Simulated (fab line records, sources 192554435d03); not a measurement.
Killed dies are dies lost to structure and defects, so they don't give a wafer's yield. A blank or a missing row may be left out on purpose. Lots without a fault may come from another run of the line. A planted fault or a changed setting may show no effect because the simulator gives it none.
Chamber matching | flow n5_finfet | N5_FIN_SAQP_ETCH_67 on rie_diel-04: 4 sister chambers
The step etches SiNx in CH3F/O2, target depth 30 nm. 16 wafers are shown with their chamber, then 8 later ones without.

WAFERS WITH THEIR CHAMBER
wafer  | chamber | drypump_motor_current_A (A) | throttle_valve_pct (%) | oes_product_au (a.u.)
L075.2 | 0       | 6.7                         | 15.89                  | 0.96
L075.3 | 2       | 5.0                         | 16.72                  | 0.70
L075.4 | 3       | 4.9                         | 16.31                  | 0.91
L076.2 | 1       | 5.6                         | 16.10                  | 0.82
L076.3 | 3       | 4.9                         | 16.31                  | 0.89
L076.6 | 0       | 6.7                         | 15.90                  | 0.95
L083.3 | 3       | 4.9                         | 16.34                  | 0.88
L083.4 | 0       | 6.7                         | 15.93                  | 0.92
L083.5 | 3       | 4.9                         | 16.34                  | 0.87
L084.4 | 2       | 4.9                         | 16.75                  | 0.67
L084.5 | 1       | 5.7                         | 16.13                  | 0.79
L084.6 | 2       | 4.9                         | 16.75                  | 0.67
L085.3 | 3       | 4.9                         | 16.36                  | 0.87
L085.5 | 0       | 6.7                         | 15.92                  | 0.92
L085.6 | 1       | 5.6                         | 16.14                  | 0.80
L088.2 | 3       | 4.9                         | 16.35                  | 0.85

SIGNATURES (means of the wafers above)
reading                 | chamber 0 | chamber 1 | chamber 2 | chamber 3 | scatter within a chamber
drypump_motor_current_A | 6.700     | 5.633     | 4.933     | 4.900     | 0.0333
throttle_valve_pct      | 15.9100   | 16.1233   | 16.7400   | 16.3350   | 0.0196
oes_product_au          | 0.9375    | 0.8033    | 0.6800    | 0.8783    | 0.0192
Rule: a wafer's distance from a chamber is the root of the sum, over the readings, of the square of ((its reading less the chamber's mean) divided by the reading's scatter). The wafer belongs to the nearest chamber; if the next one is less than 2 further off, it can't be placed. The scatter: the root of (the sum of the squares of (reading less its chamber's mean) over the shown wafers, divided by (wafers less chambers)).

WAFERS WITHOUT THEIR CHAMBER
wafer  | drypump_motor_current_A (A) | throttle_valve_pct (%) | oes_product_au (a.u.)
L088.3 | 5.0                         | 16.78                  | 0.68
L088.6 | 4.9                         | 16.76                  | 0.67
L093.1 | 5.0                         | 16.27                  | 0.95
L093.4 | 5.7                         | 16.19                  | 0.78
L093.6 | 5.6                         | 16.16                  | 0.78
L094.1 | 5.7                         | 16.19                  | 0.78
L094.5 | 5.0                         | 16.26                  | 0.95
L094.6 | 4.9                         | 16.38                  | 0.84

WHICH CHAMBER EACH WENT THROUGH
wafer  | from the rows above | in truth
L088.3 | 2                   | 2
L088.6 | 2                   | 2
L093.1 | 3                   | 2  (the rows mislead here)
L093.4 | 1                   | 1
L093.6 | 1                   | 1
L094.1 | 1                   | 1
L094.5 | 3                   | 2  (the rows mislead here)
L094.6 | 3                   | 3
Placed correctly: 6 of 8. Can't be placed from these rows: 0. Placed wrongly: 2.
